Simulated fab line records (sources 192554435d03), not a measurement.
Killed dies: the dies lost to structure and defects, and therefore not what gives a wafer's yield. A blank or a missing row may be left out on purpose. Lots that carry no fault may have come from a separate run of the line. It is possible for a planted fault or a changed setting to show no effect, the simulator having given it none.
A single fault, viewed from 3 desks + flow n5Finfet + only its own numbers are on each desk; what lay behind them is given at the end

== AT THE METROLOGY DESK ==
What the gauges read, lot by lot, whatever tool the lot ran on: means of the sampled wafers that have a number. The brackets show how far a lot's mean lies from the usual mean; more than 4 standard deviations puts the lot out of limits, marked OUT. 7 of its 10 readings are shown, namely those furthest out on some lot.
Columns: A = DIBL_N at N5_BEOL_M4_RC_MEAS_101, usual 37.1 mV/V; B = DIBL_P at N5_BEOL_M4_RC_MEAS_101, usual 37 mV/V; C = IOFF_N at N5_BEOL_M4_RC_MEAS_101, usual 0.18 nA/um; D = IOFF_P at N5_BEOL_M4_RC_MEAS_101, usual 0.21 nA/um; E = ION_N at N5_BEOL_M4_RC_MEAS_101, usual 674 uA/um; F = SS_N at N5_BEOL_M4_RC_MEAS_101, usual 72.1 mV/dec; G = SS_P at N5_BEOL_M4_RC_MEAS_101, usual 73.4 mV/dec
| lot  | first seen here | A    | B  | C    | D    | E   | F    | G    |
|------|-----------------|------|----|------|------|-----|------|------|
| L181 | day 9 08:23     | 36.1 | 35 | 0.16 | 0.21 | 668 | 72.1 | 72.7 |
| L182 | day 9 13:48     | 37.4 | 38 | 0.20 | 0.24 | 678 | 72.2 | 73.4 |
| L185 | day 9 18:23     | 36.2 | 37 | 0.16 | 0.19 | 669 | 72.0 | 73.5 |
| L187 | day 10 16:02    | 36.2 | 34 | 0.16 | 0.19 | 670 | 71.3 | 72.7 |
| L191 | day 11 14:18    | 36.9 | 38 | 0.19 | 0.21 | 679 | 72.2 | 73.3 |
| L192 | day 11 17:23    | 36.0 | 37 | 0.17 | 0.22 | 679 | 72.3 | 73.8 |
| L194 | day 12 13:16    | 39.7 | 39 | 0.25 | 0.28 | 681 | 72.6 | 73.9 |
| L197 | day 12 16:34    | 38.6 | 40 | 0.22 | 0.27 | 683 | 72.4 | 73.5 |
| L198 | day 12 21:28    | 42.8 | 45 | 0.30 | 0.32 | 696 | 73.6 | 75.2 |
| L202 | day 14 00:27    | 36.8 | 37 | 0.16 | 0.19 | 668 | 71.5 | 73.4 |
Result from this desk: across the 10 lots, nothing is out of limits.

== THE TOOL OWNER'S DESK: lithoTrack-03 ==
The tool's own readings at N5_BEOL_M0_SAQP_COAT_72 (time 60 s, resist thk 15 nm): means of the sampled wafers that have a number, for each lot that ran on this tool. The brackets show how far a lot's mean lies from the usual mean; more than 4 standard deviations puts the lot out of limits, marked OUT.
Columns: A = chillPlateTempC at N5_BEOL_M0_SAQP_COAT_72, usual 23.01 C; B = spinSpeedRpm at N5_BEOL_M0_SAQP_COAT_72, usual 1500.2 rpm
| lot  | first seen here | A     | B                        |
|------|-----------------|-------|--------------------------|
| L181 | day 6 03:59     | 23.11 | 1500.7                   |
| L185 | day 7 02:39     | 23.11 | 1499.2                   |
| L191 | day 8 14:27     | 23.01 | 1500.5                   |
| L192 | day 8 20:02     | 22.87 | 1320.8 (-99 or more) OUT |
| L194 | day 9 12:27     | 22.92 | 1321.9 (-99 or more) OUT |
Finding of this desk: L192, L194 out of limits; the first was L192 at day 8 20:02, on spinSpeedRpm at N5_BEOL_M0_SAQP_COAT_72. L181, L185, L191 stayed within limits.

== THE DEFECT DESK ==
Inspection counts along the route, by lot: the mean over sampled wafers that carry a number. The brackets show how far a lot's mean lies from the usual mean; more than 4 standard deviations puts the lot out of limits, marked OUT.
Columns: A = rawDefectCount at N5_BEOL_M0_SAQP_INSPECT_42, usual 296
| lot  | first seen here | A   |
|------|-----------------|-----|
| L181 | day 6 04:20     | 270 |
| L182 | day 6 11:29     | 268 |
| L185 | day 7 03:00     | 279 |
| L187 | day 7 16:14     | 240 |
| L191 | day 8 14:49     | 275 |
| L192 | day 8 20:32     | 206 |
| L194 | day 9 12:48     | 212 |
| L197 | day 10 01:50    | 342 |
| L198 | day 10 09:25    | 276 |
| L202 | day 11 11:55    | 243 |
Result from this desk: across the 10 lots, nothing is out of limits.

== ALL TOGETHER ==
The tool owner's desk could have raised an alarm at day 8 20:02, on L192, L194.
From the metrology desk's view, nothing was out of limits.
The defect desk saw nothing out of limits.
The metrology desk has L192, L194 on record, within its limits.
The defect desk has L192, L194 on record, within its limits.
All the named lots went through N5_BEOL_M0_SAQP_COAT_72 on lithoTrack-03.

== WHAT THE SIMULATOR HAD INSERTED ==
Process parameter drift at N5_BEOL_M0_SAQP_COAT_72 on lithoTrack-03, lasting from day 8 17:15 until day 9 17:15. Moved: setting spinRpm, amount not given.
Struck lots among those shown: L192, L194.
Hours from the fault's start to each desk's first reading out of limits: the tool owner's desk, 3.
